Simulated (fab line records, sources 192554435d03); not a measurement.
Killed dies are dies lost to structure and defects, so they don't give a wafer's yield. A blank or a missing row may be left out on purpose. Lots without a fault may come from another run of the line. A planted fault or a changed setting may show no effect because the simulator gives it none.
Chamber matching | flow n5_finfet | N5_BEOL_M8_ILD_DEP_00 on pecvd-02: 3 sister chambers
The step deposits SiCOH lowk from DEMS/porogen, target thk 179.75 nm, time 33.4 s. 14 wafers are shown with their chamber, then 7 later ones without.

WAFERS WITH THEIR CHAMBER
wafer  | chamber | throttle_valve_pct (%) | heater_power_w (W) | showerhead_plenum_p_Torr (Torr)
L313.3 | 0       | 14.3                   | 341                | 5.731
L313.4 | 1       | 14.8                   | 383                | 5.742
L313.5 | 0       | 14.3                   | 334                | 5.716
L316.1 | 2       | 13.4                   | 261                | 5.718
L316.3 | 0       | 14.3                   | 296                | 5.727
L316.6 | 2       | 12.9                   | 260                | 5.715
L321.2 | 0       | 14.3                   | 349                | 5.704
L321.3 | 1       | 14.6                   | 350                | 5.736
L321.6 | 2       | 13.1                   | 257                | 5.709
L322.1 | 2       | 13.2                   | 239                | 5.726
L322.4 | 0       | 14.0                   | 352                | 5.731
L322.5 | 1       | 15.0                   | 407                | 5.725
L332.3 | 1       | 14.6                   | 343                | 5.726
L332.5 | 1       | 14.8                   | 356                | 5.732

SIGNATURES (means of the wafers above)
reading                  | chamber 0 | chamber 1 | chamber 2 | scatter within a chamber
throttle_valve_pct       | 14.240    | 14.760    | 13.150    | 0.169
heater_power_w           | 334.40    | 367.80    | 254.25    | 21.7
showerhead_plenum_p_Torr | 5.72180   | 5.73220   | 5.71700   | 0.00903
Rule: a wafer's distance from a chamber is the root of the sum, over the readings, of the square of ((its reading less the chamber's mean) divided by the reading's scatter). The wafer belongs to the nearest chamber; if the next one is less than 2 further off, it can't be placed. The scatter: the root of (the sum of the squares of (reading less its chamber's mean) over the shown wafers, divided by (wafers less chambers)).

WAFERS WITHOUT THEIR CHAMBER
wafer  | throttle_valve_pct (%) | heater_power_w (W) | showerhead_plenum_p_Torr (Torr)
L332.6 | 12.9                   | 253                | 5.712
L334.1 | 13.0                   | 220                | 5.717
L334.2 | 14.3                   | 317                | 5.731
L334.4 | 13.3                   | 223                | 5.721
L336.2 | 12.9                   | 230                | 5.731
L336.5 | 13.0                   | 226                | 5.732
L336.6 | 14.8                   | 371                | 5.755

WHICH CHAMBER EACH WENT THROUGH
wafer  | from the rows above | in truth
L332.6 | 2                   | 2
L334.1 | 2                   | 2
L334.2 | 0                   | 0
L334.4 | 2                   | 2
L336.2 | 2                   | 2
L336.5 | 2                   | 2
L336.6 | 1                   | 1
Placed correctly: 7 of 7. Can't be placed from these rows: 0. Placed wrongly: 0.
